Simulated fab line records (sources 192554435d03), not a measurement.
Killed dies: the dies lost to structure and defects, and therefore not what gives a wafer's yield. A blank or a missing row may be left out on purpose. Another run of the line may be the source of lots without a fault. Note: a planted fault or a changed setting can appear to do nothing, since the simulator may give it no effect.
fab line records ; flow n5_finfet ; part 1 of 2: steps 1 to 4 of 6
record: lots: 23; wafers: 69; last_day: 18
route steps=1938 shown BEOL_M10@1488 BEOL_M11@1537
lots untouched by any fault: they come from a run of this same line in which no faults occurred
start_h: start of the lot's first displayed wafer, in hours after the record's first day ; wait_h: time in hours since the lot's previous step ; " identical to the entry in the row above ; L1.1+2: a single row standing in for several wafers ; - value missing, or start not given ; * or withheld: withheld ; < > ~ a bound
route shown NAME@n: a module of which the file shows steps, and the number in the route of the first ; usual: mean and standard deviation over wafers with no fault ; same: alike in all rows ; chamber/n: place in a boat ; sites: each site's reading ; _std_site: the standard deviation of these ; _edge_site: inner sites' mean taken away from outer sites' mean ; radius_mm: for every site, how far away it sits from the centre of the wafer ; mask NAME#n: copy n ; behind: tool/chamber where the wafer was last shaped ; hold: why the lot went on hold/how many hours it stayed there/how the hold came to an end ; device: the n, p or np transistor that did not switch ; end of line: tests of these same wafers at the route's end ; for a step that has no rows: nothing shown but its recipe ; killed: the dies lost at the first sort to structure and to defects; this is not the yield of the wafer ; map: shows each die of a wafer: x if killed, . if not, _ if none is there
set.NAME: the setting that was run; set.NAME@STEP: the one run at that earlier step ; model.NAME: the simulator's own value behind a step, which no gauge read
a sample of lots followed through the steps of the route, with each step as a table and each wafer as a row
services: from which hour (start_h, from the record's first day; less than 0 if before it) a tool's chamber was out of use, for how many hours, and why
== steps ==
step: N5_BEOL_M10_ETCH_62
recipe: chemistry: N2/H2; target: SOC; target_depth_a: 1100; overetch_a: 220; mask_material: SiARC; temp_c: 40; time_s: 165; ion_energy_ev: 200; pressure_mtorr: 30; source_w: 840; bias_w: 150; n2_flow_sccm: 200; h2_flow_sccm: 200
usual: bias_w: 150.0/0.44; drypump_motor_current_A: 6.0/0.48; h2_flow_sccm: 199.9/0.57; oes_product_au: 0.68/0.068; rf_vpp_V: 524.2/2.7; showerhead_plenum_p_Torr: 2.55/0.096; throttle_valve_pct: 17.76/0.26
same: time_s: 165
lot.wafer;tool;chamber;start_h;wait_h;bias_w;drypump_motor_current_A;h2_flow_sccm;oes_product_au;rf_hours_counter_h;rf_vpp_V;showerhead_plenum_p_Torr;throttle_valve_pct
L074.1;rie_diel-04;1;228.17;0.0;149.8;5.8;200.1;0.77;13;524.9;2.60;17.54
L074.4;rie_diel-04;2;228.17;0.0;150.4;6.0;201.1;0.68;96;527.8;2.67;17.84
L074.6;rie_diel-04;3;228.17;0.0;150.5;5.8;199.5;0.81;-;528.3;2.72;17.14
L075.2;rie_diel-06;1;234.62;0.0;150.1;5.8;200.5;0.67;110;521.2;2.46;17.66
L075.3;rie_diel-06;3;234.62;0.0;150.5;6.4;199.4;0.65;151;526.6;2.65;17.91
L075.6;rie_diel-06;1;234.62;0.0;149.9;5.8;200.7;0.68;-;524.3;2.46;17.68
L076.1;rie_diel-06;3;259.00;0.0;149.9;6.4;200.4;0.65;161;527.8;2.65;17.92
L076.3;rie_diel-06;1;259.00;0.0;150.5;5.8;200.3;0.67;121;521.6;2.45;17.71
L076.6;rie_diel-06;2;259.00;0.0;150.1;4.9;200.1;0.60;-;521.7;2.51;18.09
L078.2;rie_diel-06;1;259.36;0.0;149.7;5.8;200.0;0.66;121;521.5;2.45;17.70
L078.3;rie_diel-06;3;259.36;0.0;149.9;6.4;199.2;0.65;161;528.3;2.65;17.94
L078.5;rie_diel-06;1;259.36;0.0;149.9;5.8;199.7;0.66;-;521.3;2.45;17.69
L079.1;rie_diel-04;2;268.04;0.0;150.2;6.0;199.8;0.67;109;527.3;2.66;17.85
L079.5;rie_diel-04;3;268.04;0.0;150.0;5.8;199.5;0.77;-;529.7;2.71;17.17
L079.6;rie_diel-04;0;268.04;0.0;149.7;5.9;200.3;0.71;-;525.7;2.70;18.16
L080.1;rie_diel-06;0;269.55;0.0;150.2;6.4;199.9;0.63;168;522.3;2.55;17.85
L080.3;rie_diel-06;3;269.55;0.0;150.1;6.4;198.8;0.65;165;524.6;2.65;17.95
L080.5;rie_diel-06;2;269.55;0.0;150.1;4.9;200.3;0.60;-;522.1;2.51;18.10
L077.2;rie_diel-02;0;272.31;0.0;149.6;5.8;199.6;0.59;216;519.9;2.40;17.66
L077.4;rie_diel-02;1;272.31;0.0;149.5;6.3;200.8;0.68;90;525.3;2.56;17.72
L077.6;rie_diel-02;3;272.31;0.0;149.5;6.8;200.0;0.80;-;523.8;2.48;17.74
L082.2;rie_diel-06;3;272.60;0.0;150.4;6.4;199.8;0.64;166;527.0;2.65;17.93
L082.3;rie_diel-06;1;272.60;0.0;150.4;5.8;199.8;0.66;125;522.1;2.45;17.72
L082.4;rie_diel-06;2;272.60;0.0;149.8;4.9;199.0;0.60;249;521.9;2.51;18.10
L083.1;rie_diel-02;3;276.33;0.0;149.6;6.8;199.8;0.80;7;522.2;2.48;17.75
L083.5;rie_diel-02;3;276.33;0.0;149.8;6.8;199.5;0.79;-;521.5;2.48;17.77
L083.6;rie_diel-02;2;276.33;0.0;150.5;5.9;201.0;0.80;-;523.3;2.47;17.30
L084.3;rie_diel-06;0;281.96;0.0;150.0;6.4;199.7;0.62;173;525.0;2.55;17.85
L084.4;rie_diel-06;0;281.96;0.0;151.2;6.4;199.6;0.61;-;521.8;2.55;17.86
L084.6;rie_diel-06;3;281.96;0.0;149.8;6.4;199.7;0.64;-;527.1;2.65;17.94
L085.1;rie_diel-06;0;291.38;0.0;150.5;6.4;199.1;0.61;177;524.4;2.54;17.86
L085.3;rie_diel-06;1;291.38;0.0;149.4;5.8;199.5;0.66;134;521.5;2.45;17.71
L085.5;rie_diel-06;0;291.38;0.0;150.4;6.4;199.6;0.61;-;522.8;2.54;17.87
L086.1;rie_diel-04;3;301.44;0.0;150.7;5.8;200.1;0.75;32;527.6;2.71;17.20
L086.3;rie_diel-04;0;301.44;0.0;149.6;5.9;200.6;0.70;81;527.6;2.69;18.20
L086.6;rie_diel-04;0;301.44;0.0;149.6;5.9;199.6;0.70;-;526.8;2.69;18.19
L087.2;rie_diel-04;3;301.73;0.0;150.1;5.8;200.4;0.75;32;528.9;2.71;17.18
L087.5;rie_diel-04;2;301.73;0.0;149.5;6.0;200.4;0.67;-;527.6;2.66;17.88
L087.6;rie_diel-04;1;301.73;0.0;150.0;5.8;200.3;0.73;-;524.2;2.59;17.58
L088.1;rie_diel-02;2;313.81;0.0;149.8;5.9;199.9;0.78;29;522.6;2.47;17.33
L088.4;rie_diel-02;1;313.81;0.0;149.7;6.3;199.2;0.66;106;524.7;2.55;17.75
L088.5;rie_diel-02;1;313.81;0.0;150.5;6.3;199.5;0.67;-;524.0;2.55;17.75
L089.1;rie_diel-02;0;321.64;0.0;150.3;5.8;199.1;0.59;234;520.8;2.39;17.70
L089.4;rie_diel-02;2;321.64;0.0;149.4;5.9;199.5;0.77;33;522.5;2.46;17.33
L089.6;rie_diel-02;3;321.64;0.0;150.4;6.8;200.4;0.75;-;522.8;2.47;17.78
L091.2;rie_diel-06;1;326.23;0.0;149.8;5.7;200.0;0.65;147;521.7;2.44;17.76
L091.3;rie_diel-06;0;326.23;0.0;150.0;6.4;199.6;0.61;192;523.6;2.54;17.86
L091.5;rie_diel-06;2;326.23;0.0;150.5;4.9;200.8;0.79;-;523.8;2.51;17.71
L090.3;rie_diel-02;2;335.38;0.0;149.9;5.9;200.1;0.77;37;520.8;2.46;17.34
L090.4;rie_diel-02;3;335.38;0.0;150.8;6.8;200.5;0.75;29;522.5;2.47;17.80
L090.6;rie_diel-02;3;335.38;0.0;150.7;6.8;199.5;0.75;-;521.5;2.47;17.79
L093.3;rie_diel-02;0;335.63;0.0;149.8;5.8;200.0;0.59;240;518.7;2.39;17.71
L093.5;rie_diel-02;0;335.63;0.0;150.7;5.8;200.4;0.58;-;520.6;2.39;17.69
L093.6;rie_diel-02;1;335.63;0.0;149.5;6.3;200.9;0.67;-;524.9;2.55;17.77
L092.1;rie_diel-04;1;335.70;0.0;150.7;5.9;199.6;0.71;50;523.7;2.58;17.62
L092.2;rie_diel-04;2;335.70;0.0;149.9;5.9;200.1;0.66;133;526.6;2.65;17.90
L092.5;rie_diel-04;3;335.70;0.0;150.0;5.8;199.8;0.74;-;529.9;2.70;17.20
L094.2;rie_diel-06;1;345.59;0.0;150.0;5.7;200.2;0.64;153;520.4;2.44;17.76
L094.3;rie_diel-06;3;345.59;0.0;149.5;6.4;199.8;0.63;194;526.1;2.64;17.98
L094.6;rie_diel-06;3;345.59;0.0;149.0;6.4;200.6;0.62;-;526.6;2.64;17.99
L095.2;rie_diel-04;1;363.32;0.0;149.5;5.8;199.3;0.71;59;526.6;2.58;17.63
L095.5;rie_diel-04;3;363.32;0.0;149.5;5.8;200.1;0.73;-;527.8;2.70;17.21
L095.6;rie_diel-04;2;363.32;0.0;150.4;6.0;200.3;0.65;-;529.3;2.65;17.91
L096.4;rie_diel-04;1;368.52;0.1;149.6;5.8;198.7;0.70;-;523.9;2.58;17.63
L096.5;rie_diel-04;1;368.52;0.1;149.6;5.9;199.7;0.70;-;525.7;2.58;17.62
L096.6;rie_diel-04;0;368.52;0.1;149.7;5.9;199.6;0.68;-;526.8;2.68;18.22
L097.2;rie_diel-06;1;369.07;0.0;150.0;5.8;199.7;0.64;163;519.5;2.43;17.78
L097.3;rie_diel-06;3;369.07;0.0;149.4;6.4;200.1;0.62;203;526.2;2.63;18.00
L097.6;rie_diel-06;3;369.07;0.0;149.8;6.4;199.8;0.62;-;526.8;2.63;18.00
step: N5_BEOL_M10_ALD_74
recipe: material: TaN; target_thk_a: 20; temp_c: 275; ald_precursor_family: PDMAT; ald_co_reactant: NH3; pressure_torr: 3; carrier_flow_sccm: 1500; pulse_time_s: 2; purge_time_s: 3; co_reactant_purge_time_s: 2; co_reactant_pulse_time_s: 3; ald_cycles: 40; precursor_vessel_temp_c: 75; precursor_vessel_pressure_torr: 26.25; precursor_vessel_carrier_sccm: 1000
usual: heater_power_w: 414/59; precursor_vessel_temp_c: 74.99/0.13
lot.wafer;tool;chamber;start_h;wait_h;heater_power_w;precursor_vessel_temp_c
L074.1;ald_metal-02;0;232.77;0.1;378;75.15
L074.4;ald_metal-02;3;232.77;0.1;341;75.08
L074.6;ald_metal-02;3;232.77;0.1;344;74.97
L075.2;ald_metal-02;1;239.06;0.1;395;75.00
L075.3;ald_metal-02;0;239.06;0.1;382;74.62
L075.6;ald_metal-02;3;239.06;0.1;342;74.92
L078.2;ald_metal-04;1;261.58;0.0;354;74.95
L078.3;ald_metal-04;0;261.58;0.0;459;75.06
L078.5;ald_metal-04;0;261.58;0.0;458;75.01
L076.1;ald_metal-04;0;262.04;0.1;444;74.96
L076.3;ald_metal-04;1;262.04;0.1;359;75.03
L076.6;ald_metal-04;2;262.04;0.1;433;74.81
L080.1;ald_metal-02;0;272.18;0.0;372;75.13
L080.3;ald_metal-02;3;272.18;0.0;331;75.25
L080.5;ald_metal-02;0;272.18;0.0;375;74.96
L079.1;ald_metal-01;1;272.72;0.0;428;75.11
L079.5;ald_metal-01;0;272.72;0.0;522;74.91
L079.6;ald_metal-01;1;272.72;0.0;434;75.10
L077.2;ald_metal-04;1;274.93;0.1;352;74.98
L077.4;ald_metal-04;3;274.93;0.1;463;75.20
L077.6;ald_metal-04;1;274.93;0.1;354;74.89
L082.2;ald_metal-01;2;275.66;0.0;341;75.08
L082.3;ald_metal-01;0;275.66;0.0;530;75.15
L082.4;ald_metal-01;1;275.66;0.0;437;74.97
L083.1;ald_metal-04;0;280.56;0.1;471;75.00
L083.5;ald_metal-04;2;280.56;0.1;429;75.04
L083.6;ald_metal-04;1;280.56;0.1;360;74.96
L084.3;ald_metal-02;1;286.71;0.0;380;75.15
L084.4;ald_metal-02;3;286.71;0.0;344;74.96
L084.6;ald_metal-02;2;286.71;0.0;469;75.10
L085.1;ald_metal-04;0;293.51;0.1;459;75.10
L085.3;ald_metal-04;2;293.51;0.1;430;74.76
L085.5;ald_metal-04;3;293.51;0.1;465;74.84
L086.1;ald_metal-01;0;303.88;0.1;537;74.85
L086.3;ald_metal-01;2;303.88;0.1;327;75.05
L086.6;ald_metal-01;1;303.88;0.1;438;75.10
L087.2;ald_metal-02;3;303.95;0.0;338;75.33
L087.5;ald_metal-02;0;303.95;0.0;379;74.92
L087.6;ald_metal-02;1;303.95;0.0;389;75.15
L088.1;ald_metal-02;3;317.10;0.0;327;75.11
L088.4;ald_metal-02;2;317.10;0.0;460;75.07
L088.5;ald_metal-02;0;317.10;0.0;377;75.17
L089.1;ald_metal-04;1;326.53;0.0;355;75.09
L089.4;ald_metal-04;3;326.53;0.0;470;75.02
L089.6;ald_metal-04;0;326.53;0.0;452;74.73
L091.2;ald_metal-01;0;329.69;0.0;516;74.94
L091.3;ald_metal-01;2;329.69;0.0;336;75.09
L091.5;ald_metal-01;3;329.69;0.0;369;74.98
L093.3;ald_metal-01;0;338.72;0.0;530;75.11
L093.5;ald_metal-01;1;338.72;0.0;433;74.90
L093.6;ald_metal-01;0;338.72;0.0;521;75.19
L090.3;ald_metal-01;2;342.42;0.4;325;75.11
L090.4;ald_metal-01;0;342.42;0.4;515;75.03
L090.6;ald_metal-01;1;342.42;0.4;429;74.94
L092.1;ald_metal-02;0;342.43;0.3;372;75.01
L092.2;ald_metal-02;1;342.43;0.3;383;74.88
L092.5;ald_metal-02;1;342.43;0.3;376;74.86
L094.2;ald_metal-02;1;347.76;0.2;381;75.07
L094.3;ald_metal-02;0;347.76;0.2;377;75.09
L094.6;ald_metal-02;2;347.76;0.2;469;75.05
L095.2;ald_metal-01;0;365.19;0.0;524;74.74
L095.5;ald_metal-01;0;365.19;0.0;528;74.94
L095.6;ald_metal-01;1;365.19;0.0;435;74.92
L097.2;ald_metal-02;0;372.59;0.0;375;74.95
L097.3;ald_metal-02;2;372.59;0.0;457;75.03
L097.6;ald_metal-02;1;372.59;0.0;398;74.92
L096.4;ald_metal-01;0;373.63;0.2;514;75.27
L096.5;ald_metal-01;0;373.63;0.2;512;75.14
L096.6;ald_metal-01;3;373.63;0.2;367;75.06
step: N5_BEOL_M10_ANNEAL_51
recipe: temp_c: 225; time_s: 90; ambient: N2
usual: anneal_temp_c: 224.97/0.17; anneal_temp_c_max: 226.04/0.22; wafer_temp_C_max: 226.1/0.44
same: time_s: 90
lot.wafer;tool;chamber;start_h;wait_h;anneal_temp_c;anneal_temp_c_max;wafer_temp_C_max
L074.1;rtp_anneal-01;0;234.38;0.1;224.96;225.73;225.8
L074.4;rtp_anneal-01;0;234.38;0.1;224.71;225.56;225.7
L074.6;rtp_anneal-01;0;234.38;0.1;224.82;225.89;225.6
L075.2;rtp_anneal-02;0;240.00;0.3;224.73;225.75;226.0
L075.3;rtp_anneal-02;0;240.00;0.3;225.03;226.18;225.8
L075.6;rtp_anneal-02;0;240.00;0.3;224.96;226.07;226.2
L078.2;rtp_anneal-02;0;262.41;0.2;225.26;226.31;226.5
L078.3;rtp_anneal-02;0;262.41;0.2;224.89;226.02;226.9
L078.5;rtp_anneal-02;0;262.41;0.2;225.06;225.88;226.7
L076.1;rtp_anneal-02;0;263.30;0.1;224.88;226.16;226.0
L076.3;rtp_anneal-02;0;263.30;0.1;224.86;225.63;226.7
L076.6;rtp_anneal-02;0;263.30;0.1;225.09;226.06;226.2
L080.1;rtp_anneal-02;0;273.24;0.3;225.01;225.95;226.4
L080.3;rtp_anneal-02;0;273.24;0.3;224.78;225.64;226.8
L080.5;rtp_anneal-02;0;273.24;0.3;225.00;226.47;226.4
L079.1;rtp_anneal-01;0;273.94;0.5;224.74;226.02;225.8
L079.5;rtp_anneal-01;0;273.94;0.5;224.88;226.35;226.1
L079.6;rtp_anneal-01;0;273.94;0.5;224.93;226.06;225.7
L077.2;rtp_anneal-02;0;275.97;0.1;225.08;226.17;226.1
L077.4;rtp_anneal-02;0;275.97;0.1;224.94;226.20;226.0
L077.6;rtp_anneal-02;0;275.97;0.1;225.05;226.04;226.5
L082.2;rtp_anneal-01;0;276.55;0.1;224.80;225.85;225.8
L082.3;rtp_anneal-01;0;276.55;0.1;224.84;225.79;225.8
L082.4;rtp_anneal-01;0;276.55;0.1;224.80;226.11;225.9
L083.1;rtp_anneal-02;0;281.39;0.1;224.58;225.70;226.7
L083.5;rtp_anneal-02;0;281.39;0.1;224.94;225.87;226.1
L083.6;rtp_anneal-02;0;281.39;0.1;224.53;225.47;226.0
L084.3;rtp_anneal-01;0;288.55;0.8;224.91;226.23;225.9
L084.4;rtp_anneal-01;0;288.55;0.8;224.92;225.90;225.4
L084.6;rtp_anneal-01;0;288.55;0.8;224.68;225.75;225.9
L085.1;rtp_anneal-02;0;294.66;0.4;225.19;226.18;226.0
L085.3;rtp_anneal-02;0;294.66;0.4;225.25;226.18;226.7
L085.5;rtp_anneal-02;0;294.66;0.4;225.00;225.98;226.5
L086.1;rtp_anneal-01;0;305.25;0.7;224.84;225.89;225.6
L086.3;rtp_anneal-01;0;305.25;0.7;225.00;225.95;225.4
L086.6;rtp_anneal-01;0;305.25;0.7;224.87;226.02;226.2
L087.2;rtp_anneal-02;0;305.32;0.6;225.02;226.31;225.9
L087.5;rtp_anneal-02;0;305.32;0.6;225.01;226.00;226.4
L087.6;rtp_anneal-02;0;305.32;0.6;224.92;225.85;225.9
L088.1;rtp_anneal-02;0;318.09;0.1;224.88;226.09;226.4
L088.4;rtp_anneal-02;0;318.09;0.1;225.03;225.82;226.1
L088.5;rtp_anneal-02;0;318.09;0.1;225.13;225.95;226.4
L089.1;rtp_anneal-01;0;328.35;1.0;225.25;226.22;225.7
L089.4;rtp_anneal-01;0;328.35;1.0;224.87;226.12;225.8
L089.6;rtp_anneal-01;0;328.35;1.0;225.00;226.01;225.5
L091.2;rtp_anneal-01;0;330.59;0.1;225.14;226.18;225.7
L091.3;rtp_anneal-01;0;330.59;0.1;225.00;226.16;225.7
L091.5;rtp_anneal-01;0;330.59;0.1;225.21;226.24;225.7
L093.3;rtp_anneal-02;0;342.08;0.1;225.21;226.41;227.2
L093.5;rtp_anneal-02;0;342.08;0.1;225.23;226.29;226.6
L093.6;rtp_anneal-02;0;342.08;0.1;225.43;226.34;226.5
L090.3;rtp_anneal-02;0;343.46;0.3;225.01;226.25;226.8
L090.4;rtp_anneal-02;0;343.46;0.3;224.99;226.05;226.7
L090.6;rtp_anneal-02;0;343.46;0.3;225.17;226.25;226.7
L092.1;rtp_anneal-01;0;343.48;0.3;224.88;226.15;225.9
L092.2;rtp_anneal-01;0;343.48;0.3;224.78;225.84;226.1
L092.5;rtp_anneal-01;0;343.48;0.3;225.16;226.20;225.5
L094.2;rtp_anneal-02;0;348.72;0.1;225.07;226.16;226.5
L094.3;rtp_anneal-02;0;348.72;0.1;225.10;226.40;226.2
L094.6;rtp_anneal-02;0;348.72;0.1;225.19;226.14;226.4
L095.2;rtp_anneal-01;0;367.35;0.1;224.84;225.83;225.7
L095.5;rtp_anneal-01;0;367.35;0.1;224.91;225.99;225.6
L095.6;rtp_anneal-01;0;367.35;0.1;225.14;226.08;225.9
L097.2;rtp_anneal-01;0;373.48;0.2;224.90;225.83;225.8
L097.3;rtp_anneal-01;0;373.48;0.2;224.94;226.12;225.7
L097.6;rtp_anneal-01;0;373.48;0.2;224.87;225.97;225.7
L096.4;rtp_anneal-02;0;374.52;0.2;224.99;225.95;226.9
L096.5;rtp_anneal-02;0;374.52;0.2;225.16;226.21;226.4
L096.6;rtp_anneal-02;0;374.52;0.2;224.81;225.97;227.0
step: N5_BEOL_M10_CMP_52
recipe: stop_on: SiCOH_lowk; t_overpolish_s: 7; down_force_psi: 1; platen_rpm: 50; clearing_platen_down_force_psi: 1.5; clearing_platen_rpm: 50; post_cmp_clean: cu_alkaline; target_thk_nm: 140; clearing_platen_pad_velocity_m_s: 0.99484; pad_velocity_m_s: 0.99484
usual: barrier_field_endpoint_s: 29.0/0.81; motor_current_A: 6.2/0.74; overpolish_run_s: 7.000/0.0085; time_to_endpoint_s: 66/3.5
lot.wafer;tool;chamber;start_h;wait_h;barrier_field_endpoint_s;motor_current_A;overpolish_run_s;time_to_endpoint_s
L074.1;cmp-01;0;234.75;0.3;27.3;5.8;7.001;62
L074.4;cmp-01;1;234.75;0.3;28.4;6.0;7.010;66
L074.6;cmp-01;3;234.75;0.3;29.3;5.8;7.008;67
L075.2;cmp-03;2;240.26;0.2;29.3;7.2;7.003;71
L075.3;cmp-03;0;240.26;0.2;28.6;6.8;6.997;61
L075.6;cmp-03;2;240.26;0.2;28.7;7.3;7.002;68
L078.3;cmp-02;3;262.79;0.3;30.0;6.3;7.012;67
L078.2;cmp-02;1;262.79;0.3;28.5;7.3;6.994;64
L078.5;cmp-02;0;262.79;0.3;30.0;5.8;7.005;71
L076.1;cmp-03;3;263.64;0.3;30.4;6.4;6.987;72
L076.3;cmp-03;1;263.64;0.3;28.3;5.0;7.004;68
L076.6;cmp-03;2;263.64;0.3;30.9;7.1;6.997;71
L080.3;cmp-02;0;273.62;0.3;29.0;6.4;7.003;71
L080.1;cmp-02;1;273.62;0.3;27.2;7.3;6.992;63
L080.5;cmp-02;2;273.62;0.3;28.2;6.2;6.984;65
L079.1;cmp-02;0;274.33;0.3;29.5;5.9;7.005;75
L079.6;cmp-02;2;274.33;0.3;29.4;5.9;7.001;67
L079.5;cmp-02;3;274.33;0.3;27.8;6.4;6.998;63
L077.2;cmp-02;2;276.28;0.3;28.8;6.1;6.996;67
L077.4;cmp-02;3;276.28;0.3;29.6;6.3;7.007;62
L077.6;cmp-02;2;276.28;0.3;29.1;6.0;7.006;66
L082.3;cmp-01;3;276.84;0.2;29.0;6.0;6.990;65
L082.2;cmp-01;0;276.84;0.2;28.6;5.9;7.003;63
L082.4;cmp-01;1;276.84;0.2;28.9;6.1;6.993;65
L083.1;cmp-02;3;281.77;0.3;28.9;6.3;6.980;63
L083.6;cmp-02;1;281.77;0.3;28.2;7.5;7.010;61
L083.5;cmp-02;2;281.77;0.3;29.3;5.9;6.996;67
L084.3;cmp-02;2;288.77;0.2;27.7;6.0;7.011;63
L084.4;cmp-02;3;288.77;0.2;28.2;6.4;7.009;64
L084.6;cmp-02;3;288.77;0.2;28.2;6.1;7.005;63
L085.1;cmp-02;1;295.00;0.3;28.6;7.4;6.990;62
L085.3;cmp-02;2;295.00;0.3;29.3;5.8;7.000;65
L085.5;cmp-02;1;295.00;0.3;29.5;7.6;6.998;63
L086.1;cmp-03;0;305.64;0.3;28.3;6.6;7.002;59
L086.3;cmp-03;1;305.64;0.3;29.0;5.2;7.003;63
L086.6;cmp-03;0;305.64;0.3;29.3;6.3;7.005;60
L087.2;cmp-03;0;305.98;0.6;27.8;6.3;7.001;61
L087.6;cmp-03;1;305.98;0.6;28.8;5.2;6.987;65
L087.5;cmp-03;2;305.98;0.6;29.5;6.9;7.013;66
L088.4;cmp-03;0;318.42;0.2;28.3;6.6;7.011;65
L088.1;cmp-03;1;318.42;0.2;29.1;5.2;6.997;66
L088.5;cmp-03;3;318.42;0.2;30.7;6.1;7.000;70
L089.4;cmp-03;1;328.66;0.1;29.8;5.0;6.988;66
L089.1;cmp-03;0;328.66;0.1;28.7;6.4;6.997;65
L089.6;cmp-03;2;328.66;0.1;30.7;7.3;6.991;74
L091.3;cmp-02;3;330.84;0.2;27.4;6.6;7.000;62
L091.2;cmp-02;1;330.84;0.2;28.7;7.3;7.005;61
L091.5;cmp-02;0;330.84;0.2;29.3;6.0;7.008;69
L093.3;cmp-02;0;342.36;0.2;29.7;6.4;6.997;72
L093.6;cmp-02;2;342.36;0.2;29.4;5.7;7.003;64
L093.5;cmp-02;3;342.36;0.2;28.1;6.4;7.003;64
L090.3;cmp-03;1;343.68;0.2;28.2;5.2;7.002;61
L090.4;cmp-03;0;343.68;0.2;27.7;6.8;6.992;58
L090.6;cmp-03;2;343.68;0.2;28.9;7.1;6.995;65
L092.2;cmp-01;2;343.78;0.2;28.9;4.8;6.994;70
L092.1;cmp-01;3;343.78;0.2;28.4;5.9;7.012;66
L092.5;cmp-01;3;343.78;0.2;29.0;5.9;7.017;67
L094.2;cmp-03;1;349.01;0.2;28.4;5.1;7.003;61
L094.3;cmp-03;2;349.01;0.2;28.2;7.2;7.004;63
L094.6;cmp-03;1;349.01;0.2;28.3;5.2;7.003;59
L095.2;cmp-02;1;367.64;0.2;29.0;7.2;7.016;65
L095.5;cmp-02;0;367.64;0.2;29.8;6.7;6.997;69
L095.6;cmp-02;1;367.64;0.2;29.5;7.3;6.982;65
L097.2;cmp-01;3;373.77;0.2;28.7;5.9;6.993;67
L097.3;cmp-01;1;373.77;0.2;28.2;6.4;6.996;63
L097.6;cmp-01;2;373.77;0.2;29.1;4.8;7.001;69
L096.4;cmp-03;1;374.81;0.2;29.1;4.9;7.001;64
L096.6;cmp-03;2;374.81;0.2;29.5;7.4;6.994;67
L096.5;cmp-03;3;374.81;0.2;29.1;6.5;7.000;67
